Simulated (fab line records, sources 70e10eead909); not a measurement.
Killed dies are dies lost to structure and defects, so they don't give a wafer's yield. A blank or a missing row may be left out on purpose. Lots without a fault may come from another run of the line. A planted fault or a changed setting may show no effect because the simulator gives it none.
fab line records | flow nand_harc
record lots=23 wafers=69 last_day=34
route steps=1302 shown A_STAIRCASE@785
lots that met no fault: from a run of the same line without faults
start_h: hours from the record's first day to the start of the lot's first wafer shown | wait_h: hours since the lot's step before | " the same as in the row above | L1.1+2: a row that stands for several wafers | - no value, or no start given | * or withheld: withheld | < > ~ a bound
route shown NAME@n: a module of which the file shows steps, and the number in the route of the first | usual: mean/standard deviation of fault-free wafers | same: alike in all rows | chamber/n: place in a boat | sites: the reading at each site | _std_site: their standard deviation | _edge_site: outer sites' mean less inner sites' | radius_mm: how far each site lies from the wafer's centre | mask NAME#n: copy n | behind: the tool/chamber that last shaped the wafer | hold: why the lot was held/for how many hours/how that ended | device: the transistor (n, p or np) that didn't switch | end of line: the same wafers' tests at the end of the route | a step without rows: its recipe alone | killed: dies lost to structure and defects at the first sort, not the wafer's yield | map: a wafer's dies, x killed, . not, _ none there
set.NAME: the setting as run; set.NAME@STEP: as run at that earlier step | model.NAME: the simulator's own value behind a step, which no gauge read
steps of the route over a sample of lots; a table a step, a row a wafer
services: from which hour (start_h, from the record's first day; less than 0 if before it) a tool's chamber was out of use, for how many hours, and why
## steps
# step NHARC_A_STAIRCASE_ETCH_271
# recipe cf4_flow_sccm=100 chf3_flow_sccm=30 ar_flow_sccm=0 rf_w=500 bias_w=200 chemistry=CF4/CHF3
# usual cf4_flow_sccm=99.97/0.29 drypump_motor_current_A=5.7/0.51 oes_product_au=0.953/0.023 rf_vpp_V=370.9/2.8 showerhead_plenum_p_Torr=1.58/0.076 throttle_valve_pct=16.802/0.009
# columns lot.wafer tool chamber start_h wait_h cf4_flow_sccm drypump_motor_current_A oes_product_au rf_hours_counter_h rf_vpp_V showerhead_plenum_p_Torr throttle_valve_pct
L074.3 rie_diel-11 1 374.53 0.1 99.84 6.4 0.966 36 376.1 1.69 16.796
L074.2 " 0 " " 99.74 5.3 0.985 38 368.2 1.50 16.808
L074.6 " 1 " " 99.96 6.4 0.955 - 374.8 1.69 16.807
L075.4 rie_diel-11 2 393.53 0.1 99.80 6.0 0.957 42 373.4 1.67 16.816
L075.1 " 3 " " 100.47 5.5 0.963 38 372.4 1.63 16.805
L075.6 " 2 " " 100.55 6.0 0.955 - 374.3 1.67 16.791
L076.1 rie_diel-07 2 393.72 0.1 100.24 5.2 0.947 30 374.4 1.68 16.799
L076.6 " 3 " " 99.93 5.5 0.961 - 366.9 1.47 16.794
L076.5 " 0 " " 99.94 4.9 0.966 - 368.7 1.55 16.785
L077.1 rie_diel-11 0 402.51 0.1 99.50 5.3 0.995 50 369.5 1.50 16.807
L077.6 " 3 " " 99.88 5.5 0.982 - 373.8 1.63 16.810
L077.5 " 0 " " 99.62 5.3 0.999 - 367.1 1.50 16.790
L079.2 rie_diel-07 1 402.94 0.1 99.73 6.2 0.958 31 370.6 1.61 16.808
L079.3 " 3 " " 100.59 5.6 0.947 35 366.6 1.47 16.792
L079.6 " 0 " " 99.82 4.9 0.946 - 370.9 1.55 16.809
L078.2 rie_diel-11 0 411.28 0.1 99.90 5.3 0.972 51 369.2 1.50 16.798
L078.6 " 1 " " 100.34 6.4 0.956 - 374.4 1.69 16.794
L078.5 " 2 " " 100.15 6.0 0.978 - 373.0 1.67 16.788
L080.1 rie_diel-07 1 432.04 0.1 100.00 6.2 0.920 37 372.8 1.61 16.794
L080.2 " 0 " " 100.19 4.9 0.925 34 368.2 1.54 16.811
L080.6 " 1 " " 100.01 6.2 0.925 - 371.3 1.60 16.794
L082.3 rie_diel-07 0 450.82 0.2 100.30 4.9 0.919 42 369.4 1.54 16.801
L082.2 " 1 " " 99.95 6.2 0.928 46 371.4 1.60 16.800
L082.6 " 2 " " 100.30 5.1 0.923 - 372.9 1.67 16.810
L083.4 rie_diel-11 0 454.58 0.1 99.85 5.3 0.970 6 366.9 1.50 16.814
L083.1 " 1 " " 99.46 6.4 0.948 6 373.1 1.68 16.801
L083.6 " 2 " " 99.93 6.0 0.955 - 373.3 1.67 16.809
L081.1 rie_diel-07 2 460.24 0.1 99.76 5.2 0.952 51 375.5 1.67 16.800
L081.3 " 0 " " 99.66 4.9 0.953 43 369.7 1.54 16.818
L081.5 " 3 " " 99.84 5.6 0.968 - 367.1 1.47 16.798
L084.2 rie_diel-12 0 481.16 0.1 100.30 6.4 0.909 9 365.3 1.47 16.798
L084.1 " 3 " " 99.91 6.3 0.926 10 371.4 1.58 16.811
L084.6 " 2 " " 99.94 5.8 0.928 - 370.0 1.56 16.801
L085.3 rie_diel-12 2 487.89 0.1 100.17 5.8 0.925 12 370.8 1.56 16.807
L085.1 " 3 " " 100.39 6.3 0.921 12 370.8 1.58 16.802
L085.2 " 0 " " 100.27 6.4 0.903 12 365.8 1.47 16.796
L086.1 rie_diel-07 3 500.37 0.1 99.85 5.6 0.975 8 366.8 1.47 16.803
L086.2 " 1 " " 99.69 6.2 0.969 6 372.0 1.60 16.817
L086.5 " 2 " " 100.77 5.2 0.960 - 374.6 1.67 16.808
L087.3 rie_diel-11 3 503.67 0.1 99.20 5.5 0.965 22 373.3 1.62 16.814
L087.5 " 1 " " 99.63 6.4 0.980 - 376.3 1.68 16.802
L087.6 " 2 " " 99.51 6.0 0.967 - 373.8 1.66 16.797
L088.1 rie_diel-12 0 513.38 0.1 99.80 6.4 0.924 22 367.5 1.47 16.819
L088.6 " 2 " " 100.00 5.8 0.954 - 370.8 1.55 16.805
L088.5 " 3 " " 99.92 6.3 0.943 - 370.9 1.58 16.800
L089.1 rie_diel-12 3 521.77 0.1 100.12 6.3 0.964 28 371.4 1.58 16.814
L089.2 " 2 " " 99.71 5.8 0.975 28 369.6 1.55 16.812
L089.4 " 0 " " 100.46 6.4 0.938 - 367.2 1.46 16.802
L090.1 rie_diel-07 1 534.26 0.1 99.91 6.3 0.922 15 370.9 1.60 16.807
L090.2 " 0 " " 100.08 4.9 0.917 16 369.2 1.54 16.790
L090.5 " 1 " " 99.87 6.2 0.922 - 371.5 1.60 16.805
L092.1 rie_diel-12 2 545.12 0.1 99.92 5.8 0.979 37 369.8 1.55 16.805
L092.4 " 3 " " 99.90 6.3 0.965 37 370.1 1.58 16.806
L092.3 " 0 " " 100.07 6.4 0.947 35 366.0 1.46 16.809
L091.3 rie_diel-07 0 545.69 0.1 99.81 4.9 0.951 21 369.1 1.53 16.802
L091.2 " 3 " " 99.96 5.5 0.945 22 367.3 1.46 16.806
L091.5 " 0 " " 100.04 4.9 0.949 - 369.3 1.53 16.794
L093.4 rie_diel-11 0 554.31 0.1 99.71 5.3 0.974 36 367.0 1.49 16.817
L093.1 " 1 " " 100.44 6.4 0.972 43 374.2 1.67 16.784
L093.3 " 2 " " 100.06 6.0 0.984 41 373.3 1.66 16.810
L094.4 rie_diel-07 1 568.85 0.1 99.67 6.3 0.975 26 370.7 1.59 16.794
L094.1 " 2 " " 99.59 5.1 0.975 27 374.4 1.66 16.804
L094.5 " 2 " " 99.80 5.1 0.978 - 374.0 1.66 16.809
L096.3 rie_diel-11 3 597.81 0.1 99.81 5.5 0.929 63 373.2 1.61 16.806
L096.2 " 0 " " 100.03 5.3 0.929 54 366.9 1.49 16.814
L096.6 " 1 " " 100.02 6.4 0.913 - 373.7 1.67 16.802
L097.3 rie_diel-07 1 609.09 0.1 99.56 6.3 0.961 45 371.7 1.59 16.795
L097.5 " 2 " " 99.94 5.1 0.959 - 373.2 1.66 16.801
L097.6 " 3 " " 99.81 5.5 0.990 - 365.9 1.46 16.800
# step NHARC_A_STAIRCASE_HM_DEP_459
# recipe target_thk_a=15000 temp_c=400 material=aC
# usual throttle_valve_pct=35.000/0.0092
# columns lot.wafer tool chamber start_h wait_h throttle_valve_pct
L074.2 acl_dep-03 0 381.84 4.3 34.999
L074.3 " 0 " " 34.992
L074.6 " 0 " " 35.001
L075.1 acl_dep-03 0 396.48 0.1 34.999
L075.4 " 0 " " 35.005
L075.6 " 0 " " 35.006
L076.1 acl_dep-02 0 396.67 0.1 35.003
L076.5 " 0 397.88 1.3 34.993
L076.6 " 0 " " 34.989
L077.1 acl_dep-02 0 410.17 4.6 35.009
L077.5 " 0 411.40 5.8 35.006
L077.6 " 0 " " 34.996
L079.2 acl_dep-01 0 410.81 4.9 35.004
L079.3 " 0 " " 35.009
L079.6 " 0 " " 35.009
L078.2 acl_dep-02 0 415.96 1.8 35.013
L078.5 " 0 " " 34.999
L078.6 " 0 " " 35.014
L080.1 acl_dep-01 0 435.54 0.1 35.012
L080.2 " 0 " " 34.980
L080.6 " 0 437.07 1.6 34.992
L082.2 acl_dep-02 0 454.05 0.4 35.002
L082.3 " 0 " " 35.001
L082.6 " 0 " " 34.993
L083.1 acl_dep-02 0 460.44 2.9 34.989
L083.4 " 0 " " 35.018
L083.6 " 0 " " 35.009
L081.1 acl_dep-01 0 466.12 3.0 35.004
L081.3 " 0 " " 34.999
L081.5 " 0 " " 35.000
L084.1 acl_dep-01 0 486.75 2.2 35.000
L084.2 " 0 " " 34.993
L084.6 " 0 488.30 3.8 34.988
L085.1 acl_dep-01 0 491.46 0.1 34.994
L085.2 " 0 " " 34.989
L085.3 " 0 " " 35.000
L086.1 acl_dep-02 0 505.37 2.1 35.015
L086.2 " 0 " " 35.006
L086.5 " 0 " " 34.978
L087.3 acl_dep-02 0 510.38 3.8 35.015
L087.5 " 0 " " 34.998
L087.6 " 0 " " 34.990
L088.1 acl_dep-01 0 520.75 0.1 34.989
L088.5 " 0 521.98 1.3 35.009
L088.6 " 0 " " 35.001
L089.1 acl_dep-03 0 525.59 0.5 34.993
L089.2 " 0 " " 34.993
L089.4 " 0 " " 34.988
L090.1 acl_dep-01 0 538.33 1.2 34.991
L090.2 " 0 " " 35.012
L090.5 " 0 " " 35.001
L092.1 acl_dep-02 0 548.24 0.1 34.996
L092.3 " 0 " " 35.012
L092.4 " 0 " " 35.012
L091.2 acl_dep-02 0 550.41 1.2 35.001
L091.3 " 0 " " 34.996
L091.5 " 0 " " 35.014
L093.1 acl_dep-03 0 557.67 0.4 35.013
L093.3 " 0 " " 34.988
L093.4 " 0 " " 34.999
L094.1 acl_dep-01 0 572.05 0.1 35.005
L094.4 " 0 " " 35.005
L094.5 " 0 " " 34.990
L096.2 acl_dep-02 0 601.59 0.4 35.004
L096.3 " 0 " " 35.007
L096.6 " 0 " " 35.007
L097.3 acl_dep-01 0 620.01 8.0 35.004
L097.5 " 0 " " 35.011
L097.6 " 0 " " 34.993
# step NHARC_A_STAIRCASE_ETCH_452
# recipe target_depth_a=300 overetch_a=30 time_s=16.5 ion_energy_ev=100 cf4_flow_sccm=80 o2_flow_sccm=20 ar_flow_sccm=0 rf_w=300 bias_w=100 chemistry=CF4/O2
# usual cf4_flow_sccm=79.97/0.22 drypump_motor_current_A=5.7/0.53 oes_f_703_au=1.000/0.0048 oes_product_au=0.998/0.0089 rf_vpp_V=197.8/1.6 showerhead_plenum_p_Torr=1.33/0.063 throttle_valve_pct=13.397/0.009
# columns lot.wafer tool chamber start_h wait_h cf4_flow_sccm drypump_motor_current_A oes_f_703_au oes_product_au rf_hours_counter_h rf_vpp_V showerhead_plenum_p_Torr throttle_valve_pct
L074.3 rie_diel-12 2 - - 79.91 5.8 0.992 1.000 35 197.1 1.33 13.405
L074.2 " 3 " " 79.84 6.3 1.001 1.002 40 199.1 1.35 13.404
L074.6 " 1 " " 79.97 6.1 1.004 1.005 - 198.0 1.34 13.405
L075.4 rie_diel-07 0 - - 80.02 4.9 1.002 0.990 26 197.3 1.31 13.388
L075.1 " 3 " " 80.17 5.6 0.997 0.999 33 195.3 1.25 13.386
L075.6 " 1 " " 80.10 6.2 0.998 0.996 - 197.6 1.36 13.397
L076.1 rie_diel-11 0 - - 80.02 5.3 0.999 1.006 49 196.3 1.27 13.407
L076.5 " 0 " " 80.13 5.3 1.005 1.004 - 197.9 1.27 13.398
L076.6 " 1 " " 80.12 6.4 1.006 0.985 - 199.6 1.44 13.388
L077.1 rie_diel-07 2 - - 79.98 5.2 1.003 0.986 37 199.1 1.42 13.398
L077.6 " 1 " " 80.06 6.2 1.002 0.990 - 199.4 1.36 13.411
L077.5 " 2 " " 79.50 5.1 1.004 0.979 - 199.5 1.42 13.401
L079.2 rie_diel-12 2 - - 79.61 5.8 0.994 1.005 49 197.4 1.32 13.386
L079.3 " 0 " " 80.09 6.4 0.998 0.987 47 193.8 1.25 13.392
L079.6 " 3 " " 79.67 6.3 1.004 1.000 - 197.1 1.35 13.386
L078.2 rie_diel-12 2 - - 80.21 5.8 0.997 1.003 51 198.6 1.32 13.386
L078.6 " 0 " " 80.02 6.4 1.006 1.001 - 195.0 1.25 13.403
L078.5 " 1 " " 79.95 6.1 0.994 0.995 - 197.4 1.34 13.389
L080.2 rie_diel-12 0 - - 80.10 6.4 1.006 0.993 53 195.7 1.24 13.408
L080.1 " 1 " " 79.87 6.1 0.996 1.001 49 197.5 1.34 13.395
L080.6 " 0 " " 79.83 6.4 1.000 0.985 - 196.2 1.25 13.397
L082.2 rie_diel-11 1 - - 80.27 6.5 1.004 0.987 8 200.5 1.43 13.393
L082.3 " 3 " " 79.65 5.5 0.992 1.002 6 198.5 1.38 13.394
L082.6 " 1 " " 79.89 6.4 1.001 0.997 - 200.1 1.43 13.411
L083.1 rie_diel-07 2 - - 79.83 5.2 1.001 0.987 53 200.2 1.42 13.410
L083.4 " 3 " " 79.90 5.6 0.997 1.003 55 196.0 1.24 13.388
L083.6 " 3 " " 80.13 5.6 0.994 1.008 - 196.3 1.24 13.396
L081.3 rie_diel-11 3 - - 80.12 5.5 1.011 0.998 11 199.4 1.38 13.404
L081.1 " 0 " " 79.98 5.3 0.998 1.017 15 197.6 1.27 13.378
L081.5 " 2 " " 79.74 6.0 0.994 1.009 - 200.4 1.42 13.401
L084.1 rie_diel-07 0 - - 80.17 4.9 1.001 0.986 5 197.8 1.30 13.386
L084.2 " 1 " " 79.92 6.3 0.997 0.997 3 199.6 1.36 13.411
L084.6 " 1 " " 80.07 6.3 0.995 0.990 - 198.5 1.36 13.389
L085.3 rie_diel-07 0 - - 80.16 4.9 0.999 0.986 6 197.6 1.30 13.392
L085.2 " 1 " " 79.87 6.2 0.997 0.994 4 198.8 1.36 13.394
L085.1 " 2 " " 79.79 5.1 0.998 1.007 4 199.0 1.42 13.394
L086.1 rie_diel-07 3 - - 79.44 5.6 1.001 0.992 10 195.5 1.24 13.389
L086.2 " 1 " " 80.01 6.2 1.002 1.000 7 199.3 1.36 13.394
L086.5 " 0 " " 80.14 4.9 0.995 0.988 - 196.7 1.30 13.385
L087.3 rie_diel-07 3 - - 80.12 5.6 1.002 0.996 12 195.7 1.24 13.387
L087.5 " 0 " " 80.16 4.9 0.998 0.987 - 196.7 1.30 13.390
L087.6 " 1 " " 80.57 6.2 0.994 1.006 - 198.7 1.36 13.385
L088.1 rie_diel-07 2 - - 79.80 5.1 1.007 0.991 13 199.4 1.42 13.398
L088.5 " 2 " " 79.79 5.1 0.993 0.984 - 198.3 1.42 13.394
L088.6 " 3 " " 80.36 5.6 0.994 0.994 - 195.7 1.24 13.387
L089.2 rie_diel-12 0 - - 80.06 6.4 1.002 0.988 30 195.3 1.24 13.391
L089.1 " 3 " " 80.29 6.3 0.999 1.001 30 197.0 1.34 13.395
L089.4 " 2 " " 80.23 5.8 0.997 1.018 - 198.0 1.32 13.393
L090.1 rie_diel-12 3 - - 79.90 6.3 1.003 1.004 36 198.0 1.34 13.389
L090.2 " 0 " " 80.10 6.4 1.008 0.990 34 195.5 1.24 13.398
L090.5 " 3 " " 79.70 6.3 1.005 1.002 - 197.1 1.34 13.407
L092.4 rie_diel-11 3 - - 80.35 5.5 1.000 0.992 42 200.0 1.38 13.380
L092.1 " 1 " " 80.10 6.4 0.996 0.987 42 200.7 1.42 13.403
L092.3 " 2 " " 80.17 6.0 0.995 0.997 40 200.1 1.41 13.395
L091.3 rie_diel-07 3 - - 80.38 5.5 0.992 1.002 25 195.2 1.24 13.401
L091.2 " 0 " " 80.12 4.9 1.000 0.980 24 197.5 1.30 13.400
L091.5 " 3 " " 79.93 5.5 0.995 0.996 - 195.4 1.24 13.380
L093.3 rie_diel-07 0 - - 79.98 4.9 1.000 0.993 26 196.8 1.30 13.402
L093.1 " 1 " " 79.75 6.2 0.998 1.010 24 198.2 1.35 13.402
L093.4 " 2 " " 80.00 5.2 0.997 0.996 25 198.8 1.41 13.395
L094.1 rie_diel-07 1 - - 80.09 6.2 0.994 1.003 29 198.1 1.35 13.398
L094.4 " 2 " " 80.00 5.1 0.999 1.006 30 199.9 1.41 13.397
L094.5 " 1 " " 80.15 6.3 1.007 1.009 - 197.9 1.35 13.396
L096.3 rie_diel-11 2 - - 79.85 6.0 1.000 1.009 49 198.6 1.41 13.396
L096.2 " 1 " " 79.89 6.4 0.996 0.998 66 198.9 1.42 13.395
L096.6 " 3 " " 80.19 5.5 0.991 1.015 - 199.2 1.37 13.394
L097.3 rie_diel-11 0 - - 79.65 5.3 1.001 1.009 1 196.8 1.26 13.406
L097.5 " 3 " " 80.06 5.5 0.997 0.998 - 200.3 1.37 13.396
L097.6 " 0 " " 79.57 5.3 0.997 1.014 - 195.4 1.26 13.400
# step NHARC_A_STAIRCASE_DEP_301
# recipe target_thk_a=300 target_thk_nm=30 temp_c=400 pressure_torr=3.5 flow_sccm=200 rf_w=350 material=SiON
# usual heater_power_w=720/97
# columns lot.wafer tool chamber start_h wait_h heater_power_w
L074.3 pecvd-03 1 388.45 0.9 605
L074.2 " 2 " " 745
L074.6 " 2 " " 737
L075.1 pecvd-01 2 403.53 1.6 704
L075.4 " 1 " " 689
L075.6 " 0 " " 806
L076.1 pecvd-03 1 403.60 1.5 589
L076.5 " 2 " " 692
L076.6 " 0 " " 747
L077.1 pecvd-01 1 419.94 1.6 678
L077.6 " 1 " " 688
L077.5 " 2 " " 668
L079.3 pecvd-03 2 420.71 0.9 804
L079.2 " 0 " " 765
L079.6 " 0 " " 785
L078.2 pecvd-03 1 423.69 1.3 621
L078.5 " 1 " " 619
L078.6 " 2 " " 681
L080.1 pecvd-01 1 443.11 1.6 796
L080.2 " 2 " " 673
L080.6 " 1 " " 831
L082.2 pecvd-03 2 462.99 1.3 791
L082.3 " 0 " " 790
L082.6 " 0 " " 793
L083.1 pecvd-02 2 469.81 1.6 574
L083.4 " 2 " " 563
L083.6 " 1 " " 910
L081.3 pecvd-03 2 473.10 0.9 722
L081.1 " 1 " " 692
L081.5 " 1 " " 696
L084.1 pecvd-03 2 495.16 1.5 673
L084.2 " 1 " " 668
L084.6 " 2 " " 687
L085.1 pecvd-03 2 498.56 1.6 785
L085.2 " 1 " " 641
L085.3 " 2 " " 793
L086.2 pecvd-02 0 512.86 1.2 656
L086.1 " 2 " " 559
L086.5 " 0 " " 640
L087.3 pecvd-02 2 516.73 1.0 627
L087.5 " 1 " " 872
L087.6 " 0 " " 628
L088.1 pecvd-01 1 528.70 1.6 750
L088.6 " 2 " " 733
L088.5 " 0 " " 744
L089.1 pecvd-03 0 535.12 1.6 665
L089.2 " 2 " " 771
L089.4 " 2 " " 795
L090.1 pecvd-02 0 545.81 1.6 668
L090.2 " 1 " " 883
L090.5 " 0 " " 657
L092.1 pecvd-02 2 557.58 1.6 625
L092.3 " 1 " " 884
L092.4 " 0 " " 603
L091.2 pecvd-02 0 559.39 1.2 654
L091.3 " 1 " " 898
L091.5 " 0 " " 673
L093.3 pecvd-01 2 565.61 1.0 736
L093.1 " 1 " " 774
L093.4 " 2 " " 746
L094.1 pecvd-02 0 579.17 1.6 554
L094.5 " 1 " " 873
L094.4 " 2 " " 615
L096.2 pecvd-02 2 609.95 1.2 571
L096.3 " 0 " " 631
L096.6 " 0 " " 637
L097.3 pecvd-03 0 628.23 1.0 785
L097.5 " 1 " " 622
L097.6 " 0 " " 811
# step NHARC_A_STAIRCASE_ETCH_453
# recipe target_depth_a=300 overetch_a=30 time_s=16.5 ion_energy_ev=100 cf4_flow_sccm=80 o2_flow_sccm=20 ar_flow_sccm=0 rf_w=300 bias_w=100 chemistry=CF4/O2
# usual cf4_flow_sccm=79.98/0.26 drypump_motor_current_A=5.7/0.49 oes_f_703_au=1.000/0.0047 oes_product_au=0.999/0.0085 rf_vpp_V=197.8/1.5 showerhead_plenum_p_Torr=1.35/0.063 throttle_valve_pct=13.397/0.0088
# columns lot.wafer tool chamber start_h wait_h cf4_flow_sccm drypump_motor_current_A oes_f_703_au oes_product_au rf_hours_counter_h rf_vpp_V showerhead_plenum_p_Torr throttle_valve_pct
L074.3 rie_diel-12 1 - - 80.23 6.1 0.995 1.002 35 196.8 1.34 13.397
L074.2 " 3 " " 80.05 6.3 0.995 1.001 46 200.2 1.35 13.408
L074.6 " 1 " " 80.08 6.1 0.998 1.006 - 198.9 1.34 13.394
L075.4 rie_diel-11 0 - - 79.56 5.3 1.003 1.016 51 196.4 1.27 13.396
L075.1 " 2 " " 79.69 6.0 1.012 1.010 47 198.8 1.42 13.403
L075.6 " 1 " " 79.60 6.4 0.996 1.001 - 198.7 1.43 13.405
L076.1 rie_diel-12 3 - - 80.52 6.3 1.002 0.999 53 198.6 1.35 13.405
L076.5 " 2 " " 79.68 5.8 1.003 1.018 - 196.0 1.32 13.389
L076.6 " 3 " " 80.45 6.3 1.001 1.006 - 198.5 1.35 13.409
L077.1 rie_diel-12 0 - - 80.41 6.4 0.991 0.996 48 195.3 1.25 13.396
L077.6 " 1 " " 80.09 6.1 1.002 1.009 - 197.0 1.34 13.397
L077.5 " 2 " " 79.57 5.8 0.997 1.023 - 197.7 1.32 13.389
L079.2 rie_diel-11 2 - - 80.30 6.0 0.998 1.001 51 198.7 1.42 13.397
L079.3 " 1 " " 80.26 6.4 1.005 0.995 51 199.6 1.43 13.389
L079.6 " 2 " " 79.93 6.0 0.999 1.003 - 198.8 1.42 13.401
L078.2 rie_diel-12 2 - - 80.21 5.8 1.003 1.002 52 195.9 1.32 13.395
L078.5 " 2 " " 79.95 5.8 1.009 1.012 - 196.8 1.32 13.395
L078.6 " 3 " " 80.13 6.3 1.009 1.005 - 199.8 1.35 13.388
L080.1 rie_diel-07 0 - - 80.35 4.9 1.009 1.000 39 196.7 1.31 13.402
L080.2 " 2 " " 80.47 5.1 0.993 0.986 45 199.6 1.42 13.414
L080.6 " 1 " " 79.77 6.2 1.010 0.999 - 197.5 1.36 13.402
L082.2 rie_diel-07 3 - - 79.67 5.6 1.001 0.990 56 195.2 1.24 13.395
L082.3 " 0 " " 80.43 4.9 1.000 1.001 46 196.4 1.31 13.393
L082.6 " 2 " " 80.22 5.2 1.004 0.985 - 199.9 1.42 13.394
L083.1 rie_diel-07 3 - - 79.89 5.5 1.002 0.999 60 195.9 1.24 13.386
L083.6 " 0 " " 79.66 4.9 0.999 0.986 - 196.6 1.31 13.395
L083.4 " 2 " " 80.37 5.2 1.000 0.988 - 199.2 1.42 13.397
L081.3 rie_diel-11 0 - - 80.16 5.3 0.998 1.000 16 196.9 1.27 13.385
L081.1 " 1 " " 80.05 6.4 1.003 0.994 16 199.7 1.43 13.406
L081.5 " 2 " " 79.69 6.0 0.994 0.989 - 199.7 1.42 13.406
L084.1 rie_diel-07 1 - - 79.75 6.2 0.996 1.007 5 199.0 1.36 13.389
L084.2 " 3 " " 79.91 5.6 1.001 0.990 7 196.9 1.24 13.391
L084.6 " 1 " " 80.16 6.2 0.995 1.006 - 198.0 1.36 13.391
L085.3 rie_diel-11 3 - - 80.03 5.5 0.995 0.992 21 198.2 1.38 13.378
L085.1 " 0 " " 80.18 5.3 1.001 1.008 24 197.0 1.27 13.382
L085.2 " 1 " " 79.85 6.4 0.999 0.995 25 199.9 1.43 13.403
L086.1 rie_diel-07 2 - - 80.03 5.2 0.995 0.998 11 200.8 1.42 13.395
L086.2 " 0 " " 79.77 4.9 0.996 0.987 11 197.1 1.30 13.391
L086.5 " 2 " " 80.56 5.2 0.995 0.997 - 199.5 1.42 13.393
L087.3 rie_diel-11 1 - - 79.57 6.4 0.998 1.003 32 200.2 1.43 13.412
L087.5 " 2 " " 80.09 6.0 1.001 1.002 - 200.3 1.41 13.406
L087.6 " 3 " " 80.12 5.5 0.996 1.000 - 198.1 1.38 13.396
L088.1 rie_diel-11 3 - - 79.41 5.5 0.994 0.987 34 198.5 1.38 13.400
L088.5 " 2 " " 80.07 6.0 1.005 1.010 - 199.6 1.41 13.396
L088.6 " 3 " " 79.10 5.5 1.002 0.992 - 197.4 1.38 13.380
L089.2 rie_diel-11 2 - - 79.93 6.0 0.997 1.016 34 199.1 1.41 13.405
L089.1 " 3 " " 79.61 5.5 1.004 1.000 35 200.1 1.38 13.404
L089.4 " 1 " " 79.96 6.4 1.000 0.995 - 200.1 1.42 13.390
L090.2 rie_diel-11 0 - - 79.83 5.3 1.007 1.003 34 196.7 1.26 13.386
L090.1 " 2 " " 79.83 6.0 1.003 0.996 39 199.0 1.41 13.417
L090.5 " 3 " " 79.92 5.4 0.996 0.982 - 198.6 1.38 13.406
L092.3 rie_diel-07 1 - - 79.90 6.2 1.005 1.005 23 197.0 1.35 13.396
L092.4 " 2 " " 80.09 5.1 1.004 0.994 24 199.9 1.42 13.411
L092.1 " 3 " " 80.09 5.6 0.993 0.994 26 195.6 1.24 13.401
L091.3 rie_diel-07 2 - - 79.69 5.2 1.004 0.991 25 198.1 1.41 13.391
L091.2 " 3 " " 79.98 5.6 0.993 0.987 27 195.5 1.24 13.389
L091.5 " 3 " " 79.81 5.5 0.996 1.004 - 195.8 1.24 13.379
L093.3 rie_diel-11 0 - - 79.84 5.3 0.995 1.007 39 195.6 1.26 13.379
L093.1 " 3 " " 80.31 5.5 1.003 0.990 48 198.8 1.37 13.394
L093.4 " 0 " " 79.96 5.3 1.001 1.008 - 196.3 1.26 13.397
L094.1 rie_diel-07 3 - - 79.75 5.6 1.001 0.990 33 197.1 1.24 13.388
L094.5 " 3 " " 79.79 5.6 1.000 0.994 - 193.7 1.24 13.401
L094.4 " 0 " " 80.01 4.9 0.993 0.979 - 198.1 1.30 13.393
L096.2 rie_diel-07 3 - - 80.23 5.6 1.004 1.002 46 196.1 1.23 13.411
L096.3 " 0 " " 79.98 4.9 0.997 0.996 46 197.2 1.29 13.400
L096.6 " 3 " " 80.13 5.6 0.995 0.990 - 194.8 1.23 13.400
L097.3 rie_diel-11 1 - - 79.92 6.4 1.005 1.006 3 199.7 1.42 13.410
L097.5 " 2 " " 80.23 6.0 0.992 1.006 - 198.5 1.40 13.396
L097.6 " 3 " " 79.99 5.5 0.996 1.004 - 199.4 1.37 13.390
# step NHARC_A_STAIRCASE_DEP_417
# recipe target_thk_a=600 step_coverage_pct=20 temp_c=400 target_thk_nm=60 flow_sccm=200 rf_w=450 material=Si3N4
# usual heater_power_w=681/100
# columns lot.wafer tool chamber start_h wait_h heater_power_w
L074.2 pecvd-02 0 396.40 - 606
L074.3 " 2 " " 566
L074.6 " 2 " " 567
L075.1 pecvd-01 0 408.72 - 757
L075.6 " 2 " " 635
L075.4 " 0 " " 737
L076.1 pecvd-03 2 408.85 - 788
L076.6 " 1 " " 632
L076.5 " 0 " " 689
L077.1 pecvd-02 0 425.08 - 601
L077.5 " 2 " " 556
L077.6 " 0 " " 588
L079.2 pecvd-03 1 425.82 - 649
L079.3 " 0 " " 654
L079.6 " 0 " " 637
L078.2 pecvd-03 2 428.83 - 787
L078.6 " 2 " " 782
L078.5 " 0 " " 761
L080.1 pecvd-02 0 450.87 - 517
L080.2 " 1 " " 810
L080.6 " 2 " " 610
L082.2 pecvd-02 0 468.55 - 520
L082.3 " 2 " " 619
L082.6 " 1 " " 766
L083.1 pecvd-02 0 475.34 - 605
L083.4 " 1 " " 825
L083.6 " 2 " " 617
L081.3 pecvd-03 0 478.32 - 703
L081.1 " 1 " " 663
L081.5 " 0 " " 716
L084.1 pecvd-03 1 500.27 - 540
L084.2 " 2 " " 791
L084.6 " 1 " " 561
L085.3 pecvd-02 0 503.78 - 617
L085.2 " 1 " " 802
L085.1 " 2 " " 607
L086.2 pecvd-02 2 518.14 - 631
L086.1 " 1 " " 864
L086.5 " 2 " " 500
L087.3 pecvd-01 0 521.83 - 793
L087.6 " 0 " " 785
L087.5 " 2 " " 629
L088.1 pecvd-02 0 533.97 - 559
L088.6 " 0 " " 574
L088.5 " 1 " " 766
L089.2 pecvd-01 2 546.13 - 679
L089.1 " 0 " " 743
L089.4 " 0 " " 748
L090.1 pecvd-02 2 550.98 - 583
L090.2 " 1 " " 726
L090.5 " 1 " " 700
L092.3 pecvd-02 2 563.98 - 529
L092.1 " 0 " " 590
L092.4 " 1 " " 851
L091.3 pecvd-02 1 564.86 - 850
L091.2 " 0 " " 596
L091.5 " 0 " " 594
L093.3 pecvd-02 2 573.62 - 533
L093.1 " 1 " " 844
L093.4 " 0 " " 619
L094.1 pecvd-03 1 585.99 - 604
L094.5 " 2 " " 758
L094.4 " 1 " " 613
L096.2 pecvd-03 1 621.01 - 642
L096.3 " 2 " " 791
L096.6 " 0 " " 832
L097.3 pecvd-01 0 633.40 - 780
L097.6 " 2 " " 672
L097.5 " 0 " " 753
## services
# columns tool chamber start_h hours kind
pecvd-03 - 366.08 13.0 pm
rie_diel-07 - 368.11 0.9 repair
pecvd-02 - 408.10 13.0 pm
rie_diel-12 1 411.34 1.3 repair
acl_dep-02 - 426.91 13.0 pm
rie_diel-07 2 429.19 9.2 repair
rie_diel-11 - 433.60 9.0 pm
rie_diel-12 - 445.49 9.0 pm
rie_diel-11 2 459.95 2.8 repair
rie_diel-07 1 468.35 6.0 repair
rie_diel-07 - 472.26 9.0 pm
rie_diel-12 0 478.60 2.4 repair
pecvd-03 0 489.00 29.0 repair
pecvd-03 1 522.13 34.3 repair
pecvd-02 - 542.52 1.7 repair
pecvd-03 2 542.73 4.7 repair
pecvd-03 - 547.40 13.0 pm
rie_diel-11 2 564.00 30.2 repair
rie_diel-07 2 577.42 6.4 repair
pecvd-02 - 589.10 13.0 pm
pecvd-03 0 607.51 3.7 repair
acl_dep-02 - 608.51 13.0 pm
rie_diel-11 1 609.25 2.6 repair
rie_diel-11 - 614.22 9.0 pm
## key
fault none
